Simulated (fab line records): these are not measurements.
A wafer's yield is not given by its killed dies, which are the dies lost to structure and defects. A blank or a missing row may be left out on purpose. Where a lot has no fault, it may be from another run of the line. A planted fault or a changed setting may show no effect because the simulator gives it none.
A struck lot beside a sound one | flow n5_finfet | 15 out of 1938 route steps
Sound: wafers L658.3, L658.5, L658.6. Struck: wafer L666.1 (left out: L666.3, L666.4 of the same lot, which were not struck); the cause appears at the end.
Order at every step that has rows: each side's tool, ch and its chambers, its first start. Under that, the readings that differ: sound wafers | struck wafers | difference of the means | sigmas: that difference in standard deviations of wafers without a fault.
alike: readings whose means differ by less than 2 such deviations, and words and numbers that are the same on both sides. not compared: withheld readings, readings that some wafer has no value for, bounds like >300 that may hide the same value, and numbers for which the record gives no deviation and whose values overlap.
The two part at a step that has a row with sigmas, a row that says differs or no value, or rows on one side only. Numbers that don't overlap but have no deviation are shown without sigmas and don't part them. Lack of a reading on every wafer of one side parts them only where that side has two or more wafers.

first, 1 step without rows for these wafers: N5_ZERO_LAYER_SRD_01 (time 30 s, dry time 30 s).
N5_ZERO_LAYER_PECVD_02: deposits SiO2 from SiH4/N2O, target thk 10 nm, time 6 s.
  sound on pecvd-02 ch 0,1, day 2 06:19; struck on pecvd-01 ch 2, day 4 06:17
  alike: heater_power_w, showerhead_plenum_p_Torr, susceptor_temp_C
then, 8 steps without rows for these wafers: N5_ZERO_LAYER_HMDS_04 (time 60 s); N5_ZERO_LAYER_COAT_05 (resist thk 1000 nm); N5_ZERO_LAYER_EBR_07; N5_ZERO_LAYER_SOFTBAKE_06 (time 90 s); N5_ZERO_LAYER_EXPOSE_08 (exposes mask ZERO, defocus 0 nm, target cd 2000 nm); N5_ZERO_LAYER_PEB_09; N5_ZERO_LAYER_DEVELOP_10 (develop time 60 s); N5_ZERO_LAYER_HARDBAKE_23 (time 120 s).
N5_ZERO_LAYER_CD_MEAS_11: the cd target is 2000 nm.
  sound on cd_sem-02 ch 0, day 2 06:40; struck on cd_sem-02 ch 0, day 4 06:46
  reading    | sound                | struck | difference | sigmas
  cd_nm (nm) | 2003.3 2000.8 2000.5 | 1995.5 | -6.0       | -3
N5_ZERO_LAYER_DESCUM_16: chemistry O2, time 7.9 s.
  sound on rie_diel-02 ch 0,2, day 2 06:42; struck on rie_diel-04 ch 2, day 4 07:04
  alike: drypump_motor_current_A, oes_product_au, rf_vpp_V, showerhead_plenum_p_Torr, throttle_valve_pct
  not compared: rf_hours_counter_h
N5_ZERO_LAYER_ETCH_17: etches SiO2 in CF4, target depth 12 nm, time 13.3 s.
  sound on rie_diel-02 ch 0,2, day 2 06:44; struck on rie_diel-04 ch 2, day 4 07:07
  reading                  | sound             | struck | difference | sigmas
  model.etch.depth_nm (nm) | 11.83 11.83 12.19 | 7.65   | -4.30      |
  alike: drypump_motor_current_A, oes_product_au, rf_vpp_V, showerhead_plenum_p_Torr, throttle_valve_pct
  not compared: rf_hours_counter_h
N5_ZERO_LAYER_ETCH_18: etches Si in HBr/Cl2, target depth 120 nm, time 40 s.
  sound on rie_si-06 ch 1,2, day 2 06:49; struck on rie_si-04 ch 3, day 4 07:11
  alike: drypump_motor_current_A, oes_product_au, throttle_valve_pct
  not compared: rf_hours_counter_h
-- record jumps: 6 days separate the struck wafers' starts on either side; left off in module ZERO_LAYER, taken up again in module BEOL_M4, whose first shown step is the route's number 1111 --
N5_BEOL_M4_RC_MEAS_101:
  sound on prober-02 ch 0, day 9 05:07; struck on prober-01 ch 0, day 10 16:04
  alike: DIBL_N, DIBL_P, IOFF_N, IOFF_P, ION_N, ION_P, SS_N, SS_P, VT_N, VT_P

WHERE THEY PART
At N5_ZERO_LAYER_CD_MEAS_11 and nowhere else, as far as this record goes. Later steps at which nothing parts them and some readings are alike: N5_ZERO_LAYER_DESCUM_16, N5_ZERO_LAYER_ETCH_17, N5_ZERO_LAYER_ETCH_18, N5_BEOL_M4_RC_MEAS_101.

WHY: whatever the simulator had introduced
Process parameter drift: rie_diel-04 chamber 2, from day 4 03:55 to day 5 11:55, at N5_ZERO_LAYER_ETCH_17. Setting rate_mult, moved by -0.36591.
